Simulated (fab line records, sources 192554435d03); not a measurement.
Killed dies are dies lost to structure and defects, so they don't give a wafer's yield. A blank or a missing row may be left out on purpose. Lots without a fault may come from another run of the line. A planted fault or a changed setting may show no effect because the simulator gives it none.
Chamber matching | flow n5_finfet | N5_BEOL_M12_VIA_ETCH_16 on rie_diel-05: 4 sister chambers
The step etches SiOC in C4F8/O2/Ar, target depth 724.8 nm. 8 wafers are shown with their chamber, then 9 later ones without.

WAFERS WITH THEIR CHAMBER
wafer  | chamber | throttle_valve_pct (%) | showerhead_plenum_p_Torr (Torr)
L088.2 | 0       | 23.8                   | 3.57
L086.5 | 1       | 24.8                   | 3.54
L090.1 | 3       | 23.6                   | 3.47
L090.2 | 2       | 23.9                   | 3.29
L090.3 | 0       | 23.8                   | 3.56
L092.1 | 1       | 24.9                   | 3.54
L092.4 | 3       | 23.6                   | 3.47
L092.6 | 2       | 23.9                   | 3.29

WAFERS WITHOUT THEIR CHAMBER
wafer  | throttle_valve_pct (%) | showerhead_plenum_p_Torr (Torr)
L094.1 | 23.9                   | 3.29
L094.2 | 23.6                   | 3.47
L094.5 | 24.9                   | 3.54
L095.1 | 23.9                   | 3.55
L095.2 | 23.9                   | 3.29
L095.5 | 23.9                   | 3.55
L097.1 | 23.9                   | 3.55
L097.3 | 24.9                   | 3.53
L097.5 | 23.6                   | 3.47

WHICH CHAMBER EACH WENT THROUGH
wafer  | from the rows above | in truth
L094.1 | 2                   | 2
L094.2 | 3                   | 3
L094.5 | 1                   | 1
L095.1 | 0                   | 0
L095.2 | 2                   | 2
L095.5 | 0                   | 0
L097.1 | 0                   | 0
L097.3 | 1                   | 1
L097.5 | 3                   | 3
Placed correctly: 9 of 9. Can't be placed from these rows: 0. Placed wrongly: 0.
How it was worked out, from the rows above alone: a wafer's distance from a chamber is the root of the sum, over the readings, of the square of ((its reading less the chamber's mean) divided by the reading's scatter). The wafer belongs to the nearest chamber; if the next one is less than 2 further off, it can't be placed. A chamber's mean is the mean of its shown wafers. The scatter: the root of (the sum of the squares of (reading less its chamber's mean) over the shown wafers, divided by (wafers less chambers)).
